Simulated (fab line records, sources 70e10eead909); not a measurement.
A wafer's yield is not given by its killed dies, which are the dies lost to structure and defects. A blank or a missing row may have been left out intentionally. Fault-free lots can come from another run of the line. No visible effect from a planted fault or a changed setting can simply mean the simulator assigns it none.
fab line records | flow nand-harc
record lots=6 | wafers=18 | last-day=24
route steps=1159 shown A_M1@1057 A_BONDPAD@1059 END@1159
lots with no fault: from the same line, run without faults
start-h: hours from the record's opening day to when the first of the lot's shown wafers began | wait-h: hours since the lot's step before | " the same as in the row above | L1.1+2: a single row standing in for several wafers | - no value, or no start given | * or withheld: withheld | < > ~ a bound
route shown NAME@n: a module of which the file shows steps, and the number in the route of the first | usual: mean/standard deviation of fault-free wafers | same: alike in all rows | chamber/n: place in a boat | sites: the reading at each site | _std_site: standard deviation of those values | _edge_site: mean of outer sites minus mean of inner sites | radius-mm: how far each site lies from the wafer's centre | mask NAME#n: copy n | behind: tool/chamber where the wafer was last shaped | hold: why the lot was held/for how many hours/how that ended | device: whichever transistor did not switch (one of n, p or np) | end of line: the same wafers' tests at the end of the route | step lacking rows: just its recipe | killed: dies that structure and defects cost at the first sort, which is not the same as the wafer's yield | map: per-die view of a wafer (x killed, . not killed, _ where there is no die)
set.NAME: the setting the step ran with; set.NAME@STEP: the setting that earlier step ran with | model.NAME: the simulator's own value behind a step, which no gauge read
certain route steps with their lots: each step a table, each wafer a row
services: from which hour (start-h, from the record's first day; less than 0 if before it) a tool's chamber was out of use, for how many hours, and why
## steps
# step NHARC_A_M1_PRE_CLEAN_32
# recipe time-s=12 | temp-c=370 | rf-power-w=300 | gas=NH3
# usual heater-power-w=620/95
lot.wafer | tool     | chamber | start-h | wait-h | heater-power-w
L597.6    | pecvd-04 | 0       | 412.67  | 0.1    | 597
L597.4    | "        | 1       | "       | "      | 669
L597.5    | "        | 2       | "       | "      | 450
L598.3    | pecvd-02 | 1       | 440.37  | 0.1    | 654
L598.1    | "        | 2       | "       | "      | 626
L598.4    | "        | 0       | "       | "      | 697
L602.2    | pecvd-04 | 1       | 473.43  | 0.1    | 681
L602.3    | "        | 2       | "       | "      | 474
L602.5    | "        | 1       | "       | "      | 675
L603.3    | pecvd-04 | 2       | 473.89  | 0.1    | 489
L603.1    | "        | 0       | "       | "      | 643
L603.5    | "        | 2       | "       | "      | 492
L605.2    | pecvd-04 | 0       | 500.08  | 0.1    | 640
L605.3    | "        | 2       | "       | "      | 514
L605.5    | "        | 2       | "       | "      | 511
L614.2    | pecvd-02 | 0       | 542.44  | 0.1    | 612
L614.1    | "        | 2       | "       | "      | 630
L614.5    | "        | 0       | "       | "      | 607
# step NHARC_A_M1_DEP_33
# recipe target-thk-a=300 | temp-c=370 | target-thk-nm=30 | pressure-torr=3 | flow-sccm=200 | rf-w=450 | material=SiCN
# usual heater-power-w=561/88
lot.wafer | tool     | chamber | start-h | wait-h | heater-power-w
L597.6    | pecvd-04 | 0       | 412.84  | 0.2    | 535
L597.4    | "        | 1       | "       | "      | 536
L597.5    | "        | 2       | "       | "      | 453
L598.3    | pecvd-02 | 1       | 440.45  | 0.1    | 579
L598.1    | "        | 2       | "       | "      | 557
L598.4    | "        | 0       | "       | "      | 613
L602.2    | pecvd-04 | 1       | 473.51  | 0.1    | 587
L602.3    | "        | 2       | "       | "      | 404
L602.5    | "        | 1       | "       | "      | 586
L603.3    | pecvd-04 | 2       | 473.97  | 0.1    | 443
L603.1    | "        | 0       | "       | "      | 518
L603.5    | "        | 2       | "       | "      | 443
L605.2    | pecvd-04 | 0       | 500.15  | 0.1    | 534
L605.3    | "        | 2       | "       | "      | 383
L605.5    | "        | 2       | "       | "      | 385
L614.2    | pecvd-02 | 0       | 542.52  | 0.1    | 490
L614.1    | "        | 2       | "       | "      | 637
L614.5    | "        | 0       | "       | "      | 498
# step NHARC_A_BONDPAD_DEP_00
# recipe target-thk-a=2500 | temp-c=370 | target-thk-nm=250 | pressure-torr=3 | flow-sccm=200 | rf-w=450 | material=SiCN
# usual heater-power-w=606/61
lot.wafer | tool     | chamber | start-h | wait-h | heater-power-w
L597.4    | pecvd-01 | 2       | 413.42  | -      | 664
L597.6    | "        | 0       | "       | "      | 609
L597.5    | "        | 1       | "       | "      | 573
L598.3    | pecvd-02 | 1       | -       | -      | 588
L598.1    | "        | 2       | "       | "      | 565
L598.4    | "        | 0       | "       | "      | 651
L602.3    | pecvd-02 | 2       | 474.07  | -      | 626
L602.2    | "        | 0       | "       | "      | 625
L602.5    | "        | 0       | "       | "      | 620
L603.1    | pecvd-01 | 0       | 474.73  | -      | 513
L603.3    | "        | 1       | "       | "      | 630
L603.5    | "        | 0       | "       | "      | 531
L605.3    | pecvd-02 | 2       | 500.70  | -      | 655
L605.2    | "        | 1       | "       | "      | 596
L605.5    | "        | 1       | "       | "      | 609
L614.1    | pecvd-02 | 0       | -       | -      | 588
L614.2    | "        | 2       | "       | "      | 632
L614.5    | "        | 0       | "       | "      | 590
# step NHARC_A_BONDPAD_CMP_29
# recipe target-thk-nm=200 | material=SiCN
# usual motor-current-A=11.9/1.7 | slurry-flow-ml-min=150.0/0.46
lot.wafer | tool   | chamber | start-h | wait-h | motor-current-A | slurry-flow-ml-min
L597.4    | cmp-01 | 0       | 413.72  | -      | 11.0            | 148.9
L597.6    | "      | 3       | "       | "      | 16.5            | 149.7
L597.5    | "      | 0       | "       | "      | 11.0            | 149.7
L598.3    | cmp-02 | 3       | 441.40  | -      | 10.7            | 150.2
L598.4    | "      | 0       | "       | "      | 12.7            | 150.3
L598.1    | "      | 2       | "       | "      | 12.4            | 149.7
L602.3    | cmp-02 | 0       | 474.49  | -      | 12.7            | 151.3
L602.2    | "      | 1       | "       | "      | 11.7            | 149.5
L602.5    | "      | 0       | "       | "      | 12.0            | 150.6
L603.1    | cmp-04 | 3       | 475.10  | -      | 11.8            | 150.0
L603.3    | "      | 1       | "       | "      | 10.6            | 149.7
L603.5    | "      | 3       | "       | "      | 11.2            | 149.6
L605.3    | cmp-02 | 1       | 501.16  | -      | 11.8            | 150.2
L605.2    | "      | 2       | "       | "      | 12.2            | 149.2
L605.5    | "      | 0       | "       | "      | 12.5            | 149.1
L614.1    | cmp-04 | 0       | 543.54  | -      | 10.5            | 150.0
L614.2    | "      | 1       | "       | "      | 11.1            | 149.5
L614.5    | "      | 0       | "       | "      | 10.1            | 149.9
# step NHARC_A_BONDPAD_THK_MEAS_30
# recipe thk-meas-gauge=ellipsometry
# usual thk-nm=200.2/1.4
lot.wafer | tool          | chamber | start-h | wait-h | thk-nm
L597.4    | film-metro-01 | -       | 413.94  | 0.2    | 200.7
L597.5    | "             | -       | "       | "      | 199.5
L597.6    | "             | -       | "       | "      | 198.5
L598.1    | film-metro-02 | -       | 441.65  | 0.1    | 199.7
L598.3    | "             | -       | "       | "      | 200.6
L598.4    | "             | -       | "       | "      | 200.1
L602.2    | film-metro-01 | -       | 474.72  | 0.2    | 198.2
L602.3    | "             | -       | "       | "      | 197.9
L602.5    | "             | -       | "       | "      | 198.9
L603.1    | film-metro-01 | -       | 475.34  | 0.2    | 199.7
L603.3    | "             | -       | "       | "      | 201.0
L603.5    | "             | -       | "       | "      | 199.6
L605.2    | film-metro-01 | -       | 501.36  | 0.1    | 200.2
L605.3    | "             | -       | "       | "      | 197.0
L605.5    | "             | -       | "       | "      | 196.9
L614.1    | film-metro-01 | -       | 543.76  | 0.2    | 200.9
L614.2    | "             | -       | "       | "      | 200.4
L614.5    | "             | -       | "       | "      | 199.3
# step NHARC_A_BONDPAD_SRD_31
# step NHARC_A_BONDPAD_DEHYDRATE_01
# recipe temp-c=150 | time-s=120
# step NHARC_A_BONDPAD_HMDS_02
# recipe time-s=30
# step NHARC_A_BONDPAD_COAT_33
# recipe temp-c=200 | time-s=65
# step NHARC_A_BONDPAD_COAT_03
# recipe spin-rpm=2000 | resist-thk-nm=600
# step NHARC_A_BONDPAD_SOFTBAKE_04
# recipe temp-c=125 | time-s=70
# step NHARC_A_BONDPAD_EBR_05
# step NHARC_A_BONDPAD_EXPOSE_06
# recipe na=0.55 | dose-mj=36.99 | mask-id=A_BPAD
# usual stage-vel-mm-s=500.04/0.27
lot.wafer | tool           | chamber | start-h | wait-h | mask     | stage-vel-mm-s | model.A_BONDPAD.overlay-x-nm
L597.4    | krf-scanner-01 | 0       | 414.38  | -      | A_BPAD#0 | 500.33         | 3.786
L597.5    | "              | 0       | "       | "      | A_BPAD#0 | 500.32         | 3.786
L597.6    | "              | 0       | "       | "      | A_BPAD#0 | 500.06         | 3.786
L598.1    | krf-scanner-03 | 0       | 441.94  | -      | A_BPAD#0 | 500.25         | 6.031
L598.3    | "              | 0       | "       | "      | A_BPAD#0 | 500.04         | 6.031
L598.4    | "              | 0       | "       | "      | A_BPAD#0 | 499.62         | 6.031
L602.2    | krf-scanner-03 | 0       | 475.14  | -      | A_BPAD#0 | 499.50         | -2.045
L602.3    | "              | 0       | "       | "      | A_BPAD#0 | 499.57         | -2.045
L602.5    | "              | 0       | "       | "      | A_BPAD#0 | 499.57         | -2.045
L603.1    | krf-scanner-01 | 0       | 475.76  | -      | A_BPAD#0 | 500.34         | 25.36
L603.3    | "              | 0       | "       | "      | A_BPAD#0 | 500.40         | 25.36
L603.5    | "              | 0       | "       | "      | A_BPAD#0 | 500.38         | 25.36
L605.2    | krf-scanner-01 | 0       | 501.79  | -      | A_BPAD#0 | 500.06         | 21.09
L605.3    | "              | 0       | "       | "      | A_BPAD#0 | 499.93         | 21.09
L605.5    | "              | 0       | "       | "      | A_BPAD#0 | 499.93         | 21.09
L614.1    | krf-scanner-03 | 0       | 544.05  | -      | A_BPAD#0 | 499.76         | 6.36
L614.2    | "              | 0       | "       | "      | A_BPAD#0 | 499.96         | 6.36
L614.5    | "              | 0       | "       | "      | A_BPAD#0 | 500.06         | 6.36
# step NHARC_A_BONDPAD_PEB_07
# recipe peb-temp-c=128 | peb-time-s=80
# step NHARC_A_BONDPAD_DEVELOP_08
# recipe time-s=50 | dev-temp-c=22
# step NHARC_A_BONDPAD_CD_MEAS_09
# recipe target-cd-nm=500 | landing-energy-ev=500
# usual cd-nm=499.8/1.2
lot.wafer | tool      | chamber | start-h | wait-h | cd-nm
L597.4    | cd-sem-01 | 0       | 414.52  | -      | 499.9
L597.5    | "         | 0       | "       | "      | 499.6
L597.6    | "         | 0       | "       | "      | 498.9
L598.1    | cd-sem-02 | 0       | 442.09  | -      | 499.8
L598.3    | "         | 0       | "       | "      | 498.5
L598.4    | "         | 0       | "       | "      | 500.0
L602.2    | cd-sem-01 | 0       | 475.29  | -      | 498.8
L602.3    | "         | 0       | "       | "      | 498.3
L602.5    | "         | 0       | "       | "      | 498.9
L603.1    | cd-sem-01 | 0       | 475.91  | -      | 501.1
L603.3    | "         | 0       | "       | "      | 500.3
L603.5    | "         | 0       | "       | "      | 499.2
L605.2    | cd-sem-01 | 0       | 501.95  | -      | 500.2
L605.3    | "         | 0       | "       | "      | 502.3
L605.5    | "         | 0       | "       | "      | 500.9
L614.1    | cd-sem-02 | 0       | 544.20  | -      | 499.2
L614.2    | "         | 0       | "       | "      | 500.0
L614.5    | "         | 0       | "       | "      | 500.8
# step NHARC_A_BONDPAD_OVL_MEAS_35
# usual overlay-x-nm=0/4.9 | overlay-y-nm=1/6
lot.wafer | tool       | chamber | start-h | wait-h | overlay-x-nm | overlay-y-nm
L597.4    | overlay-02 | -       | 414.60  | -      | 4            | -3
L597.5    | "          | -       | "       | "      | 4            | -2
L597.6    | "          | -       | "       | "      | 4            | -3
L598.1    | overlay-01 | -       | 442.18  | -      | 6            | -5
L598.3    | "          | -       | "       | "      | 6            | -5
L598.4    | "          | -       | "       | "      | 6            | -5
L602.2    | overlay-02 | -       | 475.38  | -      | -2           | -6
L602.3    | "          | -       | "       | "      | -2           | -6
L602.5    | "          | -       | "       | "      | -2           | -5
L603.1    | overlay-02 | -       | 476.00  | -      | 25           | 2
L603.3    | "          | -       | "       | "      | 25           | 3
L603.5    | "          | -       | "       | "      | 26           | 2
L605.2    | overlay-01 | -       | 502.04  | -      | 21           | 5
L605.3    | "          | -       | "       | "      | 21           | 5
L605.5    | "          | -       | "       | "      | 21           | 4
L614.1    | overlay-02 | -       | 544.29  | -      | 6            | -12
L614.2    | "          | -       | "       | "      | 7            | -12
L614.5    | "          | -       | "       | "      | 6            | -12
# step NHARC_A_BONDPAD_HARDBAKE_10
# recipe temp-c=118 | time-s=65
# step NHARC_END_SORT_01
# recipe temp-c=25
# usual defect-limited-yield=94.9/1.7 | killed-at-array=31/12 | killed-at-other=0.6/0.85 | killed-at-periphery=3.0/2.3 | killed-dies=35/12 | killed-open=3.2/1.9 | killed-short=1.8/1.4 | sort_bin_2_pct=1.6/0.7 | sort_bin_3_pct=0.28/0.22 | sort_bin_4_pct=3.3/1.2 | sort-n-pass=642/12 | sort-rim-yield-pct=97.7/1.5 | sort-yield-pct=94.9/1.7
# same gross-dies=677 | sort_bin_5_pct[%]=0 | sort_bin_6_pct[%]=0 | sort_bin_7_pct[%]=0 | sort_bin_8_pct[%]=0 | sort-rim-n-gross=106.00
lot.wafer | tool      | chamber | start-h | wait-h | defect-limited-yield[%] | killed-at-array | killed-at-other | killed-at-periphery | killed-dies | killed-open | killed-short | sort_bin_2_pct[%] | sort_bin_3_pct[%] | sort_bin_4_pct[%] | sort-n-pass | sort-rim-yield-pct[%] | sort-yield-pct[%]
L598.1    | prober-02 | 0       | 472.54  | 2.6    | 96.0                    | 21              | 2               | 4                   | 27          | 6           | 2            | 1.2               | 0.30              | 2.5               | 650         | 94.3                  | 96.0
L598.3    | prober-02 | 0       | 474.13  | 3.1    | 95.7                    | 21              | 1               | 7                   | 29          | 10          | 2            | 1.9               | 0.30              | 2.1               | 648         | 96.2                  | 95.7
L598.4    | prober-02 | 0       | 474.93  | 3.4    | 96.9                    | 13              | 1               | 7                   | 21          | 1           | 1            | 1.0               | 0                 | 2.1               | 656         | 96.2                  | 96.9
L602.2    | prober-01 | 0       | 509.50  | 2.8    | 94.2                    | 37              | 0               | 2                   | 39          | 3           | 1            | 2.4               | 0.59              | 2.8               | 638         | 97.2                  | 94.2
L602.3    | prober-01 | 0       | 510.31  | 3.1    | 93.9                    | 39              | 0               | 2                   | 41          | 6           | 1            | 2.5               | 0.15              | 3.4               | 636         | 98.1                  | 93.9
L602.5    | prober-01 | 0       | 511.92  | 3.7    | 92.6                    | 46              | 1               | 3                   | 50          | 6           | 3            | 1.9               | 0.30              | 5.2               | 627         | 98.1                  | 92.6
L603.1    | prober-02 | 0       | 516.43  | 2.5    | 93.4                    | 44              | 0               | 1                   | 45          | 8           | 3            | 1.3               | 0.30              | 5.0               | 632         | 97.2                  | 93.4
L603.3    | prober-02 | 0       | 518.03  | 3.1    | 94.2                    | 37              | 0               | 2                   | 39          | 2           | 0            | 1.6               | 0.15              | 4.0               | 638         | 100.0                 | 94.2
L603.5    | prober-02 | 0       | 519.63  | 3.7    | 93.2                    | 44              | 1               | 1                   | 46          | 2           | 4            | 1.5               | 0.44              | 4.9               | 631         | 99.1                  | 93.2
L605.2    | prober-02 | 0       | 542.31  | 2.8    | 94.8                    | 33              | 0               | 2                   | 35          | 3           | 0            | 1.8               | 0.15              | 3.2               | 642         | 98.1                  | 94.8
L605.3    | prober-02 | 0       | 543.11  | 3.1    | 94.7                    | 35              | 1               | 0                   | 36          | 3           | 2            | 2.2               | 0.30              | 2.8               | 641         | 99.1                  | 94.7
L605.5    | prober-02 | 0       | 544.70  | 3.7    | 95.4                    | 30              | 0               | 1                   | 31          | 0           | 0            | 1.5               | 0.30              | 2.8               | 646         | 98.1                  | 95.4
L614.1    | prober-01 | 0       | 582.11  | 2.5    | 93.1                    | 38              | 1               | 8                   | 47          | 3           | 1            | 3.4               | 0.30              | 3.2               | 630         | 94.3                  | 93.1
L614.2    | prober-01 | 0       | 582.90  | 2.8    | 93.5                    | 40              | 1               | 3                   | 44          | 2           | 2            | 3.2               | 0.44              | 2.8               | 633         | 99.1                  | 93.5
L614.5    | prober-01 | 0       | 585.28  | 3.7    | 93.2                    | 40              | 0               | 6                   | 46          | 4           | 2            | 2.1               | 0.74              | 4.0               | 631         | 95.3                  | 93.2
# killed by level:class
L598.1 A_CHANNEL_HOLE_D1:chamber-film-flake=5 A_CONTACT:chamber-film-flake=4 A_ONON_D1:geometric-particle:open=3 A_STAIRCASE:chamber-film-flake=3 A_SLIT:chamber-film-flake=3 A_M0:geometric-particle:open=2 THIN_TSV:chamber-film-flake=2 P_STI:geometric-particle:short=1
L598.3 A_CONTACT:chamber-film-flake=5 A_ONON_D1:geometric-particle:open=3 A_CONTACT:geometric-particle:open=3 A_SLIT:chamber-film-flake=3 P_STI:geometric-particle:open=2 P_M2:chamber-film-flake=2 A_STAIRCASE:chamber-film-flake=2 P_GATE:geometric-particle:open=1
L598.4 P_M2:chamber-film-flake=4 A_CHANNEL_HOLE_D1:chamber-film-flake=4 P_GATE:chamber-film-flake=3 A_CONTACT:chamber-film-flake=3 A_STAIRCASE:chamber-film-flake=2 A_SLIT:chamber-film-flake=2 A_CHANNEL_FILL_D1:geometric-particle:open=1 A_CHANNEL_FILL_D1:geometric-particle:short=1
L602.2 A_SLIT:chamber-film-flake=14 A_CHANNEL_HOLE_D1:chamber-film-flake=12 A_STAIRCASE:chamber-film-flake=3 A_WL_FILL:chamber-film-flake=2 A_CONTACT:chamber-film-flake=2 P_M0:geometric-particle:open=1 A_ONON_D1:geometric-particle:open=1 A_CHANNEL_FILL_D1:geometric-particle:open=1
L602.3 A_CHANNEL_HOLE_D1:chamber-film-flake=18 A_SLIT:chamber-film-flake=13 A_CONTACT:geometric-particle:open=3 A_STAIRCASE:chamber-film-flake=2 P_M2:geometric-particle:open=1 P_M2:geometric-particle:short=1 A_CHANNEL_FILL_D1:geometric-particle:open=1 A_M1:geometric-particle:open=1
L602.5 A_CHANNEL_HOLE_D1:chamber-film-flake=18 A_SLIT:chamber-film-flake=16 A_CONTACT:geometric-particle:open=3 P_ZERO_WELL:chamber-film-flake=3 A_STAIRCASE:chamber-film-flake=3 A_SOURCE_PLATE:geometric-particle:short=1 A_ONON_D1:geometric-particle:open=1 A_CHANNEL_FILL_D1:geometric-particle:open=1
L603.1 A_CHANNEL_HOLE_D1:chamber-film-flake=16 A_SLIT:chamber-film-flake=15 A_CHANNEL_FILL_D1:geometric-particle:open=2 A_CONTACT:geometric-particle:open=2 A_CONTACT:chamber-film-flake=2 P_STI:geometric-particle:open=1 A_CHANNEL_HOLE_D1:geometric-particle:open=1 A_WL_FILL:geometric-particle:short=1
L603.3 A_CHANNEL_HOLE_D1:chamber-film-flake=13 A_SLIT:chamber-film-flake=12 A_CONTACT:chamber-film-flake=4 A_STAIRCASE:chamber-film-flake=3 A_SGD_CUT:chamber-film-flake=3 P_M1:geometric-particle:open=1 A_WL_FILL:geometric-particle:open=1 P_GATE:chamber-film-flake=1
L603.5 A_CHANNEL_HOLE_D1:chamber-film-flake=15 A_SLIT:chamber-film-flake=14 A_CONTACT:chamber-film-flake=4 A_SGD_CUT:chamber-film-flake=3 A_CHANNEL_FILL_D1:geometric-particle:short=2 A_ONON_D1:geometric-particle:open=1 A_CONTACT:geometric-particle:open=1 A_CONTACT:geometric-particle:short=1
L605.2 A_SLIT:chamber-film-flake=19 A_CONTACT:chamber-film-flake=5 A_STAIRCASE:chamber-film-flake=4 A_CHANNEL_HOLE_D1:chamber-film-flake=2 P_M0:geometric-particle:open=1 P_M2:geometric-particle:open=1 A_ONON_D1:geometric-particle:open=1 A_ZERO_WELL:chamber-film-flake=1
L605.3 A_SLIT:chamber-film-flake=16 A_STAIRCASE:chamber-film-flake=7 A_CHANNEL_HOLE_D1:chamber-film-flake=5 A_M0:geometric-particle:open=2 A_CONTACT:chamber-film-flake=2 A_CHANNEL_FILL_D1:geometric-particle:short=1 A_WL_FILL:geometric-particle:open=1 A_M0:geometric-particle:short=1
L605.5 A_SLIT:chamber-film-flake=17 A_CHANNEL_HOLE_D1:chamber-film-flake=4 A_STAIRCASE:chamber-film-flake=4 A_CHANNEL_FILL_D1:chamber-film-flake=3 A_CONTACT:chamber-film-flake=2 P_STI:chamber-film-flake=1
L614.1 A_SLIT:chamber-film-flake=19 A_CHANNEL_HOLE_D1:chamber-film-flake=8 P_STI:chamber-film-flake=4 A_CONTACT:chamber-film-flake=4 P_GATE:chamber-film-flake=2 A_STAIRCASE:chamber-film-flake=2 A_M1:chamber-film-flake=2 P_CONTACT:geometric-particle:open=1
L614.2 A_SLIT:chamber-film-flake=22 A_CHANNEL_HOLE_D1:chamber-film-flake=12 P_STI:chamber-film-flake=2 P_CONTACT:geometric-particle:short=1 A_ONON_D1:geometric-particle:open=1 A_ONON_D1:geometric-particle:short=1 A_CHANNEL_FILL_D1:geometric-particle:open=1 A_STAIRCASE:chamber-film-flake=1
L614.5 A_SLIT:chamber-film-flake=19 A_CONTACT:chamber-film-flake=6 A_M1:chamber-film-flake=5 P_STI:chamber-film-flake=3 A_CONTACT:geometric-particle:open=2 P_ZERO_WELL:chamber-film-flake=2 A_CHANNEL_HOLE_D1:chamber-film-flake=2 A_STAIRCASE:chamber-film-flake=2
## services
tool           | chamber | start-h | hours | kind
pecvd-04       | -       | 391.06  | 0.7   | repair
krf-scanner-01 | -       | 397.84  | 0.4   | repair
cmp-04         | -       | 399.13  | 4.0   | pm
pecvd-01       | -       | 418.57  | 13.0  | pm
cmp-02         | -       | 422.50  | 4.0   | pm
krf-scanner-01 | -       | 429.31  | 4.0   | pm
cmp-02         | -       | 431.99  | 0.2   | repair
krf-scanner-03 | -       | 441.09  | 0.6   | repair
cmp-04         | -       | 446.39  | 1.4   | repair
pecvd-01       | 0       | 451.17  | 19.6  | repair
cmp-02         | -       | 461.72  | 0.9   | repair
krf-scanner-01 | -       | 479.64  | 3.2   | repair
cmp-04         | -       | 488.82  | 4.6   | repair
krf-scanner-03 | -       | 494.18  | 0.5   | repair
krf-scanner-03 | -       | 498.53  | 0.9   | repair
krf-scanner-01 | -       | 508.43  | 0.6   | repair
pecvd-02       | -       | 511.29  | 5.7   | repair
krf-scanner-03 | -       | 512.00  | 4.0   | pm
krf-scanner-01 | -       | 514.91  | 0.9   | repair
pecvd-02       | -       | 516.99  | 13.0  | pm
cmp-02         | -       | 521.15  | 4.0   | pm
krf-scanner-03 | -       | 523.83  | 0.1   | repair
cmp-02         | -       | 525.86  | 1.1   | repair
cmp-02         | -       | 541.73  | 5.3   | repair
## key
first-sign step=NHARC_A_BONDPAD_OVL_MEAS_35 | reading=overlay-x-nm | direction=up | sigmas=4.8 | usual=0 | struck=23
effect none on later readings
model-effect step=NHARC_A_BONDPAD_EXPOSE_06 | value=A_BONDPAD.overlay-x-nm | without=0.7271 | struck=23.23
met-at NHARC_A_BONDPAD_EXPOSE_06
struck-wafers L603.1,L603.3,L603.5,L605.2,L605.3,L605.5
onset-between 414.38 475.76
also-fits NHARC_A_M1_PRE_CLEAN_32:pecvd-04,NHARC_A_M1_DEP_33:pecvd-04
fault kind=scanner-matching-overlay | tool=krf-scanner-01 | chamber=- | onset-h=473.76 | steps=NHARC_A_BONDPAD_EXPOSE_06 | offset=22.498
